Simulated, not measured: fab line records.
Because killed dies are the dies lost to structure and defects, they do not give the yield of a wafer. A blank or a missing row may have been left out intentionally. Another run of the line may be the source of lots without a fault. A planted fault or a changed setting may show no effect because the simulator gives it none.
Struck lot and sound lot, side by side | flow n5Finfet | 15 out of 1938 route steps
Sound: wafers L667.2, L667.4, L667.5. Struck: wafer L655.3; the same lot's L655.2 was not struck, so it is left out; see the end for the cause.
Each step with rows lists, per side, the tool, then ch with its chambers, then its first start. Under that, the readings that differ: sound wafers | struck wafers | difference of the means | sigmas: that difference in standard deviations of wafers without a fault.
alike: readings whose means differ by less than 2 such deviations, and words and numbers that are the same on both sides. not compared: withheld readings, readings that some wafer has no value for, bounds like >300 that may hide the same value, and numbers for which the record gives no deviation and whose values overlap.
Wherever a step has rows on one side only, a row that says differs or no value, or a row with sigmas, the two part there. Non-overlapping numbers with no deviation appear without sigmas and do not part them. Lack of a reading on every wafer of one side parts them only where that side has two or more wafers.

N5_BEOL_M9_HM_DEP_02: deposits TiN, target thk 20 nm.
  sound on pvdSputter-02 at day 14 17:59; struck on pvdSputter-01 at day 11 20:40
  alike: throttleValvePct
then, 8 steps without rows for these wafers: N5_BEOL_M9_COAT_59 (time 60 s, resist thk 100 nm); N5_BEOL_M9_COAT_60 (time 60 s, resist thk 30 nm); N5_BEOL_M9_COAT_05 (resist thk 90 nm); N5_BEOL_M9_EBR_07; N5_BEOL_M9_SOFTBAKE_06 (time 60 s); N5_BEOL_M9_EXPOSE_08 (exposes mask M9); N5_BEOL_M9_PEB_09 (peb time 60 s); N5_BEOL_M9_DEVELOP_10 (develop time 30 s).
N5_BEOL_M9_CD_MEAS_11: the cd target is 64.1 nm.
  sound on cdSem-01 ch 0, day 14 18:22; struck on cdSem-01 ch 0, day 11 21:02
  alike: cdNm
N5_BEOL_M9_OVL_MEAS_12:
  sound on overlay-01 ch 0, day 14 18:23; struck on overlay-01 ch 0, day 11 21:04
  alike: M9_OVL
N5_BEOL_M9_INSPECT_13: inspects for defects (brightfield).
  sound on defectInspect-02 at day 14 18:25; struck on defectInspect-01 at day 11 21:05
  alike: rawDefectCount
N5_BEOL_M9_DESCUM_16: chemistry O2, time 7.9 s.
  sound on rieDiel-05 ch 1,2, day 14 18:27; struck on rieDiel-01 ch 2, day 11 21:34
reading                                     | sound          | struck | difference | sigmas
oesProductAu (a.u.)                         | 0.90 0.95 0.90 | 0.73   | -0.19      | -2
showerheadPlenumPTorr (Torr)                | 2.15 2.22 2.14 | 1.98   | -0.19      | -2
model.CAR-ArF_of_BEOL_M9_COAT_05.thkNm (nm) | 83.6 83.6 83.4 | 85.4   | +1.9       | 
  alike: drypumpMotorCurrentA, o2FlowSccm, rfVppV, throttleValvePct
  not compared: rfHoursCounterH
N5_BEOL_M9_ETCH_61: etches SiARC in CF4, target depth 39 nm, time 65 s.
  sound on rieDiel-05 ch 1,2, day 14 18:29; struck on rieDiel-01 ch 2, day 11 21:37
reading                                     | sound          | struck | difference | sigmas
oesProductAu (a.u.)                         | 0.77 0.81 0.77 | 0.61   | -0.17      | -2
showerheadPlenumPTorr (Torr)                | 2.17 2.29 2.17 | 2.04   | -0.17      | -2
model.CAR-ArF_of_BEOL_M9_COAT_05.thkNm (nm) | 55.6 55.4 55.4 | 57.4   | +1.9       | 
  alike: drypumpMotorCurrentA, etchRfOnTimeS, rfVppV, throttleValvePct
  not compared: rfHoursCounterH
N5_BEOL_M9_ETCH_62: etches SOC in N2/H2, target depth 110 nm, overetch 22 nm, time 165 s.
  sound on rieDiel-05 ch 1,2, day 14 18:32; struck on rieDiel-01 ch 2, day 11 21:40
reading                      | sound          | struck | difference | sigmas
oesProductAu (a.u.)          | 0.76 0.80 0.76 | 0.61   | -0.16      | -2
showerheadPlenumPTorr (Torr) | 2.59 2.72 2.59 | 2.43   | -0.20      | -2
  alike: drypumpMotorCurrentA, rfVppV, throttleValvePct
  not compared: rfHoursCounterH

== WHERE THEY PART ==
First at N5_BEOL_M9_DESCUM_16; last, within this record, at N5_BEOL_M9_ETCH_62.

WHY: the cause the simulator had injected
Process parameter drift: rieDiel-01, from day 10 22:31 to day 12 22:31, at N5_BEOL_M9_DESCUM_16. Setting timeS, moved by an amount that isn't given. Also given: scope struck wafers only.
